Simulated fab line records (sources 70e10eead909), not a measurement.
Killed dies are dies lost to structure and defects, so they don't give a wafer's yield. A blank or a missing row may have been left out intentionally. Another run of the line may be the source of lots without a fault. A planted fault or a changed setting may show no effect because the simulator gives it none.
fab line records	flow nandHarc
record: lots: 6	wafers: 18	lastDay: 34
route steps=1302 shown A_M0@1166 A_M1@1169 END@1302
lots that met no fault: taken from a fault-free run of the same line
startH: start of the lot's first displayed wafer, in hours after the record's first day	waitH: hours elapsed since this lot's preceding step	" as in the row above	L1.1+2: several wafers, shown together as one row	- no value, or no start was given	* or withheld: withheld	< > ~ a bound
route shown NAME@n: NAME is a module with steps in the file, n the number in the route of the first one	usual: mean/standard deviation taken from wafers without a fault	same: alike in all rows	chamber/n: place in a boat	sites: readings site by site	_std_site: the values' standard deviation	_edge_site: outer sites' mean less inner sites'	radiusMm: for every site, how far away it sits from the centre of the wafer	mask NAME#n: copy n	behind: the tool/chamber that last shaped the wafer	hold: what put the lot on hold/how long, in hours/how the hold closed	device: transistor that didn't switch, given as n, p or np	end of line: the tests these same wafers got at the end of their route	step lacking rows: just its recipe	killed: at the first sort, the dies lost to defects and structure; wafer yield is something else	map: the dies of a wafer, with x for killed, . for not killed, _ for no die there
set.NAME: the setting the step ran with; set.NAME@STEP: the setting that earlier step ran with	model.NAME: the simulator's own value behind a step, which no gauge read
lots at selected steps of the route; one table per step, one row per wafer
services: a tool's chamber out of use, with start hour (startH, from the record's first day; less than 0 if before it), hours out, and reason
== steps ==
step: NHARC_A_M0_INSPECT_27
usual: rawDefectCount: 519/120
lot.wafer	tool	chamber	startH	waitH	rawDefectCount
L948.2	defectInspect-02	-	545.91	0.0	864
L948.3	"	-	"	"	651
L948.6	"	-	"	"	810
L949.1	defectInspect-02	-	562.09	0.0	540
L949.2	"	-	"	"	402
L949.3	"	-	"	"	380
L950.2	defectInspect-02	-	573.05	0.0	476
L950.3	"	-	"	"	480
L950.6	"	-	"	"	382
L959.1	defectInspect-02	-	673.03	0.0	372
L959.2	"	-	"	"	509
L959.4	"	-	"	"	451
L967.1	defectInspect-01	-	754.80	0.0	436
L967.3	"	-	"	"	392
L967.5	"	-	"	"	391
L968.1	defectInspect-01	-	770.20	0.0	529
L968.2	"	-	"	"	376
L968.3	"	-	"	"	396
step: NHARC_A_M0_PRE_CLEAN_31
recipe: timeS: 12	tempC: 370	rfPowerW: 300	gas: NH3
usual: heaterPowerW: 617/41	susceptorTempC: 370.00/0.2
same: timeS: 12
lot.wafer	tool	chamber	startH	waitH	heaterPowerW	susceptorTempC
L948.3	pecvd-03	2	545.97	0.1	651	369.95
L948.2	"	0	"	"	570	370.32
L948.6	"	2	"	"	623	370.00
L949.2	pecvd-03	0	562.34	0.3	600	369.96
L949.1	"	1	"	"	686	369.83
L949.3	"	2	"	"	612	369.70
L950.3	pecvd-03	2	573.13	0.1	597	370.15
L950.2	"	0	"	"	614	369.76
L950.6	"	2	"	"	604	370.27
L959.1	pecvd-03	0	673.10	0.1	614	369.84
L959.2	"	2	"	"	589	369.93
L959.4	"	0	"	"	601	370.06
L967.3	pecvd-03	2	754.86	0.1	592	369.63
L967.1	"	1	"	"	683	370.04
L967.5	"	0	"	"	620	369.82
L968.2	pecvd-03	0	770.64	0.4	606	370.24
L968.3	"	1	"	"	684	370.40
L968.1	"	2	"	"	575	369.80
step: NHARC_A_M0_DEP_32
recipe: targetThkA: 300	tempC: 370	targetThkNm: 30	pressureTorr: 3	flowSccm: 200	rfW: 450	material: SiCN
usual: heaterPowerW: 570/45	susceptorTempC: 370.00/0.2
lot.wafer	tool	chamber	startH	waitH	heaterPowerW	susceptorTempC
L948.3	pecvd-03	2	546.05	0.1	524	370.02
L948.2	"	0	"	"	610	370.12
L948.6	"	2	"	"	496	370.01
L949.2	pecvd-03	0	562.42	0.1	619	370.30
L949.1	"	1	"	"	629	370.06
L949.3	"	2	"	"	539	370.10
L950.3	pecvd-03	2	573.24	0.1	583	370.13
L950.2	"	0	"	"	614	370.06
L950.6	"	2	"	"	566	369.66
L959.1	pecvd-03	0	673.18	0.1	641	369.71
L959.2	"	2	"	"	582	369.85
L959.4	"	0	"	"	623	370.09
L967.3	pecvd-03	2	754.94	0.1	566	369.86
L967.1	"	1	"	"	559	369.80
L967.5	"	0	"	"	591	369.75
L968.2	pecvd-03	0	770.71	0.1	569	369.93
L968.3	"	1	"	"	574	370.15
L968.1	"	2	"	"	474	370.06
step: NHARC_A_M1_DEP_00
recipe: targetThkA: 1825	targetThkNm: 182.5	tempC: withheld	pressureTorr: 5	flowSccm: 200	rfW: 600	material: SiOC
step: NHARC_A_M1_DEHYDRATE_01
recipe: tempC: 150	timeS: 120
step: NHARC_A_M1_HMDS_02
recipe: timeS: 30
step: NHARC_A_M1_COAT_34
recipe: tempC: 200	timeS: 65
step: NHARC_A_M1_COAT_03
recipe: spinRpm: 1500	resistThkNm: 90
step: NHARC_A_M1_SOFTBAKE_04
recipe: tempC: 105	timeS: 55
step: NHARC_A_M1_EBR_05
step: NHARC_A_M1_EXPOSE_06
recipe: na: 1.35	targetCdNm: 120	doseMj: 75.13	maskId: A_M1
step: NHARC_A_M1_PEB_07
recipe: pebTempC: 100	pebTimeS: 65
step: NHARC_A_M1_DEVELOP_08
recipe: developTimeS: 35	devTempC: 23
lot.wafer	tool	chamber	startH	waitH
L948.2+3+6	lithoTrack-06	0	547	-
L949.1+2+3	lithoTrack-06	0	563	-
L950.2+3+6	lithoTrack-01	0	574	-
L959.1+2+4	lithoTrack-04	0	674	-
L967.1+3+5	lithoTrack-01	0	755	-
L968.1+2+3	lithoTrack-06	0	771	-
step: NHARC_A_M1_CD_MEAS_09
recipe: targetCdNm: 120	landingEnergyEv: 500
usual: cdNm: 120.1/0.67
lot.wafer	tool	chamber	startH	waitH	cdNm
L948.2	cdSem-02	0	547.30	-	121.5
L948.3	"	0	"	"	121.7
L948.6	"	0	"	"	121.6
L949.1	cdSem-02	0	563.55	-	121.6
L949.2	"	0	"	"	121.3
L949.3	"	0	"	"	121.4
L950.2	cdSem-01	0	574.45	-	120.4
L950.3	"	0	"	"	119.9
L950.6	"	0	"	"	119.9
L959.1	cdSem-02	0	674.40	-	120.8
L959.2	"	0	"	"	119.8
L959.4	"	0	"	"	120.0
L967.1	cdSem-02	0	756.07	-	120.4
L967.3	"	0	"	"	120.9
L967.5	"	0	"	"	120.6
L968.1	cdSem-02	0	771.84	-	118.8
L968.2	"	0	"	"	119.9
L968.3	"	0	"	"	119.1
step: NHARC_A_M1_OVL_MEAS_10
recipe: pitchNm: 240
usual: overlayXNm: 0.0/0.89	overlayYNm: 0.1/0.74
lot.wafer	tool	chamber	startH	waitH	overlayXNm	overlayYNm
L948.2	overlay-01	-	547.39	-	0.0	-0.6
L948.3	"	-	"	"	-0.9	-0.4
L948.6	"	-	"	"	-0.6	-1.1
L949.1	overlay-02	-	563.63	-	-0.1	-0.1
L949.2	"	-	"	"	-0.2	0.2
L949.3	"	-	"	"	-0.4	0.1
L950.2	overlay-02	-	574.54	-	0.4	0.4
L950.3	"	-	"	"	0.8	0.6
L950.6	"	-	"	"	0.3	1.0
L959.1	overlay-01	-	674.49	-	-0.9	-0.2
L959.2	"	-	"	"	-1.2	0.7
L959.4	"	-	"	"	-1.2	0.2
L967.1	overlay-02	-	756.15	-	0.0	0.9
L967.3	"	-	"	"	0.1	0.8
L967.5	"	-	"	"	0.6	0.7
L968.1	overlay-01	-	771.93	-	-0.8	-0.2
L968.2	"	-	"	"	-1.1	0.0
L968.3	"	-	"	"	-0.9	-0.2
step: NHARC_A_M1_INSPECT_11
usual: rawDefectCount: 81/34
lot.wafer	tool	chamber	startH	waitH	rawDefectCount
L948.2	defectInspect-02	-	547.42	0.0	63
L948.3	"	-	"	"	78
L948.6	"	-	"	"	61
L949.1	defectInspect-01	-	563.67	0.0	106
L949.2	"	-	"	"	101
L949.3	"	-	"	"	108
L950.2	defectInspect-01	-	574.57	0.0	63
L950.3	"	-	"	"	79
L950.6	"	-	"	"	71
L959.1	defectInspect-01	-	674.53	0.0	27
L959.2	"	-	"	"	32
L959.4	"	-	"	"	28
L967.1	defectInspect-01	-	756.19	0.0	55
L967.3	"	-	"	"	39
L967.5	"	-	"	"	63
L968.1	defectInspect-01	-	771.96	0.0	82
L968.2	"	-	"	"	83
L968.3	"	-	"	"	64
step: NHARC_A_M1_DESCUM_14
recipe: timeS: 3	o2FlowSccm: 200	arFlowSccm: 0	biasPowerW: 0	chemistry: O2
usual: drypumpMotorCurrentA: 5.6/0.31	oesProductAu: 0.999/0.0095	rfVppV: 57.6/0.94	showerheadPlenumPTorr: 1.88/0.083	throttleValvePct: 11.310/0.0096
same: timeS: 3
lot.wafer	tool	chamber	startH	waitH	drypumpMotorCurrentA	oesProductAu	rfHoursCounterH	rfVppV	showerheadPlenumPTorr	throttleValvePct	model.A_M1.cdNm
L948.3	rieDiel-04	0	547.49	0.1	5.3	1.013	0.0	58.5	1.83	11.309	121.8
L948.2	"	2	"	"	5.7	1.008	0.1	57.3	2.02	11.326	121
L948.6	"	0	"	"	5.3	1.007	-	56.1	1.83	11.311	121.5
L949.2	rieDiel-04	3	563.74	0.1	5.1	1.010	0.7	58.8	2.00	11.304	120.8
L949.1	"	0	"	"	5.3	1.010	0.5	57.8	1.83	11.314	120.9
L949.3	"	1	"	"	6.0	1.007	0.5	57.7	1.81	11.318	120.5
L950.3	rieDiel-08	0	574.63	0.1	5.4	0.980	0.6	55.8	1.80	11.335	119.9
L950.2	"	2	"	"	5.7	1.002	0.5	58.1	1.82	11.308	120.4
L950.6	"	1	"	"	6.0	1.001	-	56.7	1.85	11.300	119.8
L959.1	rieDiel-08	2	674.59	0.1	5.6	1.000	4.8	57.6	1.82	11.323	120.7
L959.4	"	0	"	"	5.4	0.988	5.3	56.6	1.80	11.320	120.3
L959.2	"	1	"	"	6.0	0.981	4.7	57.1	1.84	11.326	119.6
L967.1	rieDiel-04	0	756.27	0.1	5.3	0.997	1.1	57.5	1.82	11.312	120.9
L967.3	"	1	"	"	6.0	0.991	1.1	58.7	1.81	11.303	120.8
L967.5	"	3	"	"	5.1	1.016	-	58.9	1.99	11.315	120.9
L968.3	rieDiel-08	1	772.03	0.1	6.0	0.987	0.2	57.3	1.84	11.303	119.8
L968.2	"	2	"	"	5.7	1.012	0.2	58.7	1.82	11.316	120.5
L968.1	"	0	"	"	5.4	0.998	0.2	57.5	1.80	11.311	118.1
step: NHARC_A_M1_ETCH_35
recipe: targetDepthA: 400	overetchA: 120	timeS: 43.94	ionEnergyEv: 200	n2FlowSccm: 150	h2FlowSccm: 150	arFlowSccm: 0	rfW: 400	biasW: 150	chemistry: N2/H2
usual: drypumpMotorCurrentA: 5.6/0.3	h2FlowSccm: 149.9/0.43	oesProductAu: 0.999/0.009	rfVppV: 429.5/2.7	showerheadPlenumPTorr: 2.01/0.094	throttleValvePct: 14.172/0.0087
same: timeS: 43.94
lot.wafer	tool	chamber	startH	waitH	drypumpMotorCurrentA	h2FlowSccm	oesProductAu	rfHoursCounterH	rfVppV	showerheadPlenumPTorr	throttleValvePct
L948.3	rieDiel-04	2	547.57	0.1	5.7	150.3	1.001	0.1	434.4	2.16	14.185
L948.2	"	0	"	"	5.3	149.8	1.010	0.0	428.3	1.94	14.173
L948.6	"	2	"	"	5.7	150.3	1.005	-	432.5	2.15	14.182
L949.3	rieDiel-04	2	563.82	0.1	5.7	149.9	0.988	0.7	433.6	2.16	14.154
L949.2	"	3	"	"	5.2	150.0	1.008	0.7	433.5	2.13	14.185
L949.1	"	1	"	"	6.0	149.0	0.997	0.5	427.4	1.93	14.172
L950.2	rieDiel-08	0	574.72	0.1	5.4	150.1	0.981	0.6	427.7	1.91	14.170
L950.3	"	1	"	"	6.0	149.7	0.994	0.6	429.2	1.97	14.173
L950.6	"	0	"	"	5.4	150.4	0.990	-	425.6	1.91	14.167
L959.4	rieDiel-08	0	674.68	0.1	5.4	150.0	0.999	5.3	425.5	1.91	14.164
L959.2	"	1	"	"	6.0	149.9	0.991	4.7	429.0	1.96	14.188
L959.1	"	2	"	"	5.6	149.6	1.000	4.8	428.4	1.93	14.155
L967.3	rieDiel-04	3	756.40	0.1	5.2	150.3	1.021	1.5	432.1	2.13	14.168
L967.1	"	0	"	"	5.3	150.1	1.006	1.1	426.5	1.94	14.170
L967.5	"	3	"	"	5.2	149.9	1.015	-	433.9	2.13	14.184
L968.1	rieDiel-08	3	772.12	0.1	5.8	149.7	0.983	0.2	433.1	2.10	14.179
L968.2	"	0	"	"	5.4	150.0	1.007	0.2	426.3	1.91	14.177
L968.3	"	1	"	"	6.0	149.7	0.985	0.2	429.4	1.96	14.178
step: NHARC_A_M1_ETCH_15
recipe: targetDepthA: 1825	timeS: 91.2	c4f8FlowSccm: withheld	arFlowSccm: 400	rfW: 600	biasW: 300	chemistry: C4F8/Ar
usual: oesProductAu: 0.955/0.021	rfVppV: 439.6/2.6
same: timeS: 91.2
lot.wafer	tool	chamber	startH	waitH	oesProductAu	rfHoursCounterH	rfVppV
L948.2	rieDiel-04	0	-	-	0.971	0.1	437.9
L948.3	"	2	"	"	0.988	0.1	444.7
L948.6	"	1	"	"	0.989	-	437.8
L949.1	rieDiel-04	3	-	-	0.974	0.7	444.2
L949.2	"	0	"	"	0.989	0.5	438.1
L949.3	"	2	"	"	0.955	0.7	444.8
L950.2	rieDiel-08	3	-	-	0.980	0.6	441.9
L950.3	"	1	"	"	0.946	0.6	438.8
L950.6	"	2	"	"	0.970	-	438.6
L959.4	rieDiel-08	0	-	-	0.959	5.3	437.7
L959.2	"	1	"	"	0.972	4.7	438.3
L959.1	"	2	"	"	0.956	4.8	437.7
L967.1	rieDiel-04	0	-	-	0.941	1.2	437.6
L967.3	"	3	"	"	0.960	1.6	443.0
L967.5	"	1	"	"	0.934	-	436.7
L968.2	rieDiel-08	0	-	-	0.965	0.2	436.7
L968.1	"	1	"	"	0.955	0.3	437.5
L968.3	"	2	"	"	0.961	0.2	437.0
step: NHARC_A_M1_CD_MEAS_16
usual: cdNm: 119.9/0.79
lot.wafer	tool	chamber	startH	waitH	cdNm
L948.2	cdSem-01	-	547.79	-	120.5
L948.3	"	-	"	"	122.1
L948.6	"	-	"	"	121.7
L949.1	cdSem-01	-	564.04	-	121.4
L949.2	"	-	"	"	120.8
L949.3	"	-	"	"	120.6
L950.2	cdSem-02	-	574.94	-	120.7
L950.3	"	-	"	"	119.9
L950.6	"	-	"	"	119.9
L959.1	cdSem-02	-	674.90	-	121.3
L959.2	"	-	"	"	119.0
L959.4	"	-	"	"	120.3
L967.1	cdSem-01	-	756.63	-	120.5
L967.3	"	-	"	"	121.2
L967.5	"	-	"	"	121.2
L968.1	cdSem-02	-	772.33	-	117.9
L968.2	"	-	"	"	120.2
L968.3	"	-	"	"	119.9
step: NHARC_A_M1_STRIP_18
recipe: powerW: 1000	n2FlowSccm: 150	h2FlowSccm: 150	arFlowSccm: 0	biasW: 0	chemistry: N2/H2
usual: drypumpMotorCurrentA: 5.7/0.34	h2FlowSccm: 150.0/0.44	oesProductAu: 1.002/0.01	rfVppV: 90.4/1.1	showerheadPlenumPTorr: 2.00/0.09	throttleValvePct: 14.173/0.01
lot.wafer	tool	chamber	startH	waitH	drypumpMotorCurrentA	h2FlowSccm	oesProductAu	rfHoursCounterH	rfVppV	showerheadPlenumPTorr	throttleValvePct
L948.3	rieDiel-06	1	547.89	0.1	6.3	149.6	1.003	5.5	88.6	1.91	14.173
L948.2	"	2	"	"	5.7	150.2	1.011	5.1	92.0	2.08	14.202
L948.6	"	0	"	"	5.7	150.1	1.018	-	90.4	2.01	14.162
L949.1	rieDiel-04	2	564.11	0.1	5.7	150.2	0.993	0.7	93.8	2.16	14.181
L949.3	"	3	"	"	5.1	149.2	1.007	0.8	91.3	2.13	14.164
L949.2	"	0	"	"	5.3	150.1	1.006	0.6	90.5	1.94	14.168
L950.2	rieDiel-04	0	575.04	0.1	5.3	150.4	1.009	0.8	89.1	1.94	14.162
L950.3	"	1	"	"	6.0	150.0	0.996	0.8	90.2	1.93	14.180
L950.6	"	0	"	"	5.3	150.6	1.011	-	90.6	1.94	14.173
L959.1	rieDiel-04	2	674.97	0.1	5.7	150.3	0.999	3.3	91.2	2.15	14.176
L959.2	"	0	"	"	5.3	149.6	1.005	3.6	88.3	1.94	14.177
L959.4	"	3	"	"	5.1	148.8	1.008	-	90.5	2.13	14.156
L967.1	rieDiel-04	1	756.70	0.1	6.0	149.9	0.996	1.2	89.4	1.93	14.155
L967.3	"	3	"	"	5.2	150.0	1.024	1.6	92.6	2.13	14.160
L967.5	"	1	"	"	6.0	150.1	0.983	-	89.2	1.93	14.179
L968.3	rieDiel-04	0	772.43	0.1	5.3	150.1	0.998	1.7	90.2	1.94	14.181
L968.1	"	1	"	"	6.0	150.6	0.978	1.6	89.4	1.93	14.167
L968.2	"	2	"	"	5.7	149.8	1.022	1.9	91.3	2.15	14.166
step: NHARC_A_M1_ETCH_28
recipe: targetDepthA: 300	overEtchFrac: 0.3	timeS: 72.99	ionEnergyEv: 150	cf4FlowSccm: 50	n2FlowSccm: 100	arFlowSccm: 150	rfW: 300	biasW: 100	chemistry: CF4/N2
usual: cf4FlowSccm: 50.02/0.15	drypumpMotorCurrentA: 5.7/0.33	oesProductAu: 1.001/0.01	rfVppV: 313.4/2	showerheadPlenumPTorr: 2.58/0.11	throttleValvePct: 19.792/0.0084
same: overEtchFrac: 0.3	timeS: 72.99
lot.wafer	tool	chamber	startH	waitH	cf4FlowSccm	drypumpMotorCurrentA	oesProductAu	rfHoursCounterH	rfVppV	showerheadPlenumPTorr	throttleValvePct	model.A_M1.cdNm
L948.2	rieDiel-06	1	-	-	50.20	6.2	0.999	5.6	309.7	2.47	19.797	120.4
L948.3	"	0	"	"	50.33	5.7	1.005	5.4	312.8	2.59	19.787	122
L948.6	"	2	"	"	50.21	5.7	1.008	-	315.4	2.67	19.797	121.7
L949.3	rieDiel-04	2	-	-	50.04	5.7	1.001	0.8	317.2	2.76	19.782	120.4
L949.2	"	0	"	"	50.18	5.3	1.010	0.6	312.3	2.51	19.785	121
L949.1	"	1	"	"	50.04	5.9	1.002	0.5	310.7	2.49	19.795	120.7
L950.3	rieDiel-04	3	-	-	49.94	5.1	1.001	1.1	314.5	2.73	19.796	120
L950.2	"	0	"	"	50.19	5.3	1.008	0.9	314.0	2.51	19.787	121
L950.6	"	2	"	"	50.10	5.7	0.992	-	316.1	2.76	19.786	119.9
L959.2	rieDiel-04	3	-	-	49.94	5.2	1.006	3.7	318.2	2.73	19.790	119.3
L959.1	"	0	"	"	50.01	5.3	1.008	3.7	312.6	2.51	19.783	120.8
L959.4	"	2	"	"	50.03	5.7	1.017	-	316.1	2.76	19.791	120.8
L967.3	rieDiel-04	0	-	-	49.92	5.3	1.006	1.3	313.4	2.51	19.800	120.8
L967.1	"	1	"	"	49.82	6.0	0.996	1.3	310.2	2.49	19.792	120.7
L967.5	"	3	"	"	49.97	5.1	1.014	-	316.5	2.73	19.792	121.6
L968.1	rieDiel-04	2	-	-	49.78	5.7	1.007	1.9	316.0	2.76	19.802	117.2
L968.3	"	0	"	"	50.60	5.3	0.995	1.7	310.7	2.51	19.778	118.7
L968.2	"	1	"	"	49.99	6.0	0.988	1.6	313.4	2.49	19.807	119.7
step: NHARC_A_M1_STRIP_19
recipe: timeS: 600	tempC: 30	chemistry: postEtchResidueRemover
step: NHARC_END_SORT_01
recipe: tempC: 25
usual: defectLimitedYield: 91.2/2.8	killedAtArray: 56/19	killedAtOther: 0.8/1.1	killedAtPeriphery: 3.4/2.5	killedDies: 60/19	killedOpen: 2.9/1.7	killedShort: 2.4/1.6
same: grossDies: 677
lot.wafer	tool	chamber	startH	waitH	defectLimitedYield[%]	killedAtArray	killedAtOther	killedAtPeriphery	killedDies	killedOpen	killedShort
L948.2	prober-02	0	584.27	2.8	92.0	47	0	7	54	5	1
L948.3	prober-02	0	585.08	3.1	92.3	48	0	4	52	3	4
L948.6	prober-02	0	587.49	4.0	93.2	41	1	4	46	6	2
L949.1	prober-01	0	601.69	2.5	88.0	79	0	2	81	2	8
L949.2	prober-01	0	602.49	2.8	88.2	74	1	5	80	5	4
L949.3	prober-01	0	603.29	3.1	90.0	67	0	1	68	3	1
L967.1	prober-01	0	793.53	2.5	92.0	49	1	4	54	4	5
L967.3	prober-01	0	795.13	3.1	93.8	36	0	6	42	3	1
L967.5	prober-01	0	796.74	3.7	91.3	56	1	2	59	3	4
killed by level:class
L948.2 A_CHANNEL_HOLE_D2:chamberFilmFlake=29 P_GATE:chamberFilmFlake=4 A_M1:chamberFilmFlake=4 A_SOURCE_PLATE:geometricParticle:open=2 P_M1:chamberFilmFlake=2 A_CHANNEL_HOLE_D1:chamberFilmFlake=2 A_CONTACT:chamberFilmFlake=2 P_GATE:geometricParticle:open=1
L948.3 A_CHANNEL_HOLE_D2:chamberFilmFlake=36 A_STAIRCASE:chamberFilmFlake=3 A_WL_FILL:geometricParticle:short=2 P_GATE:chamberFilmFlake=2 P_M0:geometricParticle:short=1 A_ONON_D2:geometricParticle:open=1 A_CHANNEL_FILL_D2:geometricParticle:short=1 A_SGD_CUT:geometricParticle:open=1
L948.6 A_CHANNEL_HOLE_D2:chamberFilmFlake=26 A_CHANNEL_HOLE_D1:chamberFilmFlake=4 A_CHANNEL_FILL_D2:geometricParticle:open=2 P_GATE:chamberFilmFlake=2 A_M1:chamberFilmFlake=2 P_M0:geometricParticle:open=1 A_DECK1_JOINT:geometricParticle:open=1 A_DECK1_JOINT:geometricParticle:short=1
L949.1 A_SLIT:chamberFilmFlake=34 A_CHANNEL_HOLE_D2:chamberFilmFlake=25 A_STAIRCASE:chamberFilmFlake=8 A_ONON_D1:geometricParticle:short=3 A_WL_FILL:geometricParticle:short=2 P_STI:geometricParticle:short=1 A_ONON_D2:geometricParticle:open=1 A_CHANNEL_HOLE_D2:geometricParticle:short=1
L949.2 A_SLIT:chamberFilmFlake=36 A_CHANNEL_HOLE_D2:chamberFilmFlake=22 A_STAIRCASE:chamberFilmFlake=4 P_GATE:chamberFilmFlake=2 A_CHANNEL_HOLE_D1:chamberFilmFlake=2 A_DECK1_JOINT:chamberFilmFlake=2 A_CHANNEL_FILL_D2:chamberFilmFlake=2 P_STI:geometricParticle:short=1
L949.3 A_SLIT:chamberFilmFlake=32 A_CHANNEL_HOLE_D2:chamberFilmFlake=26 P_CONTACT:geometricParticle:open=1 A_CHANNEL_FILL_D1:geometricParticle:open=1 A_CHANNEL_FILL_D1:geometricParticle:short=1 A_ONON_D2:geometricParticle:open=1 A_CHANNEL_HOLE_D1:chamberFilmFlake=1 A_CHANNEL_FILL_D1:chamberFilmFlake=1
L967.1 A_CHANNEL_HOLE_D1:chamberFilmFlake=16 A_SLIT:chamberFilmFlake=13 A_STAIRCASE:chamberFilmFlake=6 A_DECK1_JOINT:geometricParticle:short=3 P_GATE:chamberFilmFlake=3 A_CONTACT:chamberFilmFlake=3 A_WL_FILL:geometricParticle:short=2 P_M0:geometricParticle:open=1
L967.3 A_CHANNEL_HOLE_D1:chamberFilmFlake=18 A_SLIT:chamberFilmFlake=5 P_GATE:chamberFilmFlake=4 A_STAIRCASE:chamberFilmFlake=4 A_CHANNEL_HOLE_D2:chamberFilmFlake=2 A_WL_FILL:chamberFilmFlake=2 P_M0:geometricParticle:open=1 A_CHANNEL_FILL_D1:geometricParticle:short=1
L967.5 A_CHANNEL_HOLE_D1:chamberFilmFlake=28 A_STAIRCASE:chamberFilmFlake=8 A_SLIT:chamberFilmFlake=7 A_WL_FILL:chamberFilmFlake=2 P_GATE:chamberFilmFlake=2 A_SOURCE_PLATE:geometricParticle:open=1 A_SOURCE_PLATE:geometricParticle:short=1 A_WL_FILL:geometricParticle:open=1
== services ==
tool	chamber	startH	hours	kind
lithoTrack-06	-	529.00	7.0	pm
rieDiel-04	-	536.03	9.0	pm
rieDiel-04	0	536.03	9.0	ventCycle
rieDiel-04	1	536.03	9.0	ventCycle
rieDiel-04	2	536.03	9.0	ventCycle
rieDiel-08	-	544.80	9.0	pm
pecvd-03	-	547.06	13.0	pm
lithoTrack-04	-	553.00	7.0	pm
rieDiel-08	0	570.18	3.8	repair
rieDiel-04	3	584.36	5.2	repair
rieDiel-06	3	627.40	37.9	repair
rieDiel-08	0	635.81	1.2	repair
pecvd-03	-	636.39	3.1	repair
rieDiel-06	-	661.20	9.0	pm
rieDiel-04	2	666.35	6.9	repair
rieDiel-04	1	669.01	21.1	repair
lithoTrack-01	-	680.00	7.0	pm
rieDiel-08	-	702.07	56.0	repair
lithoTrack-06	-	704.00	7.0	pm
rieDiel-04	-	713.11	9.0	pm
lithoTrack-04	-	728.00	7.0	pm
pecvd-03	-	728.06	13.0	pm
rieDiel-04	-	753.93	1.7	repair
rieDiel-06	-	763.28	2.0	repair
== key ==
firstSign: step: NHARC_A_M1_CD_MEAS_09	reading: cdNm	direction: up	sigmas: 2.1	usual: 120.1	struck: 121.5	through: controlLoop
effect: step: NHARC_A_M1_CD_MEAS_16	reading: cdNm	direction: up	sigmas: 1.6	usual: 119.9	struck: 121.2	wafersMoved: 3	through: controlLoop
modelEffect: step: NHARC_A_M1_DESCUM_14	value: A_M1.cdNm	without: 119.4	struck: 121.1
modelEffect: step: NHARC_A_M1_ETCH_28	value: A_M1.cdNm	without: 119.4	struck: 121
metAt NHARC_A_M1_DEVELOP_08
struckWafers L948.2,L948.3,L948.6,L949.1,L949.2,L949.3
loopTrim: step: NHARC_A_M1_EXPOSE_06	setting: dose	lots: L949
fault: kind: processParameterDrift	tool: lithoTrack-06	chamber: -	onsetH: 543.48	steps: NHARC_A_M1_DEVELOP_08	channel: developTimeS	offset: *	shape: step	endH: 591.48	actsIn: *	stated: *
loopTrim: a control loop set the setting to another value than it would have without faults
